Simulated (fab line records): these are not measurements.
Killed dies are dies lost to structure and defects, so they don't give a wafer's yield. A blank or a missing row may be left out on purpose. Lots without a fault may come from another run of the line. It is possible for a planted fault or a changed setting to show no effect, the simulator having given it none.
A lot that was struck, set against a sound lot :: flow n5-finfet :: 14 steps out of a route of 1938
Sound: these wafers, L425.1, L425.3, L425.4. Wafers struck: L426.3, L426.5, L426.6. The cause comes at the end.
Each step with rows lists, per side, the tool, then ch with its chambers, then its first start. Under that, the readings that differ: sound wafers :: struck wafers :: difference of the means :: sigmas: that difference in standard deviations of wafers without a fault.
alike: readings whose means differ by less than 2 such deviations, and words and numbers that are the same on both sides. not compared: withheld readings, readings that some wafer has no value for, bounds like >300 that may hide the same value, and numbers for which the record gives no deviation and whose values overlap.
The two part at a step that has a row with sigmas, a row that says differs or no value, or rows on one side only. When numbers do not overlap yet have no deviation, they are printed without sigmas and do not part them. A reading missing from all wafers of one side parts the sides only when that side holds two or more wafers.

N5_BEOL_M15_STRIP_64: strips in O2.
  sound: rie-diel-05 ch 0,2,3; struck: rie-diel-05 ch 1,2
  alike: chamber-pressure-mTorr, drypump-motor-current-A, oes-product-au, rf-vpp-V, showerhead-plenum-p-Torr, throttle-valve-pct
  not compared: rf-hours-counter-h
then, 2 steps without rows for these wafers: N5_BEOL_M15_STRIP_65 (strips in post etch residue remover, time 60 s); N5_BEOL_M15_SRD_66 (time 30 s, dry time 30 s).
N5_BEOL_M15_CD_MEAS_17 targets a cd of 360 nm.
  struck on cd-sem-03, day 12 07:06; sound on cd-sem-02, day 12 03:42
  alike: cd-nm
then, 1 step without rows for these wafers: N5_BEOL_M15_COAT_56 (time 60 s, resist thk 550 nm).
N5_BEOL_M15_ETCH_57: etches SOC in N2/H2, time 750 s.
  sound on rie-diel-03 ch 0,2, day 12 04:07; struck on rie-diel-02 ch 1,2, day 12 07:16
  alike: chamber-pressure-mTorr, drypump-motor-current-A, oes-product-au, rf-vpp-V, showerhead-plenum-p-Torr, throttle-valve-pct
  not compared: rf-hours-counter-h
then, 6 steps without rows for these wafers: N5_BEOL_M15_COAT_60 (time 60 s, resist thk 89 nm); N5_BEOL_M15_COAT_22 (resist thk 800 nm); N5_BEOL_M15_EBR_24; N5_BEOL_M15_SOFTBAKE_23 (time 60 s); N5_BEOL_M15_EXPOSE_25 (exposes mask M15, target cd 400 nm); N5_BEOL_M15_PEB_26 (peb time 90 s).
N5_BEOL_M15_DEVELOP_27: develop time 45 s.
  sound on litho-track-02 ch 0, day 12 04:54; struck on litho-track-03, day 12 08:04
  no value came back on the struck wafers for chill-plate-temp-C (C), develop-time-s (s); on the sound wafers chill-plate-temp-C (C) reads 23.04 23.00 22.92
reading: model.coat_of_BEOL_M15_COAT_22.thk-nm (nm)
sound: 790.2 789.8 789.2
struck: 798.4 799.2 800.4
difference: +9.6
sigmas: 
then, 1 step without rows for these wafers: N5_BEOL_M15_HARDBAKE_32 (time 120 s).

== WHERE THEY PART ==
At N5_BEOL_M15_DEVELOP_27 and nowhere else, as far as this record goes.

WHY: the cause the simulator had injected
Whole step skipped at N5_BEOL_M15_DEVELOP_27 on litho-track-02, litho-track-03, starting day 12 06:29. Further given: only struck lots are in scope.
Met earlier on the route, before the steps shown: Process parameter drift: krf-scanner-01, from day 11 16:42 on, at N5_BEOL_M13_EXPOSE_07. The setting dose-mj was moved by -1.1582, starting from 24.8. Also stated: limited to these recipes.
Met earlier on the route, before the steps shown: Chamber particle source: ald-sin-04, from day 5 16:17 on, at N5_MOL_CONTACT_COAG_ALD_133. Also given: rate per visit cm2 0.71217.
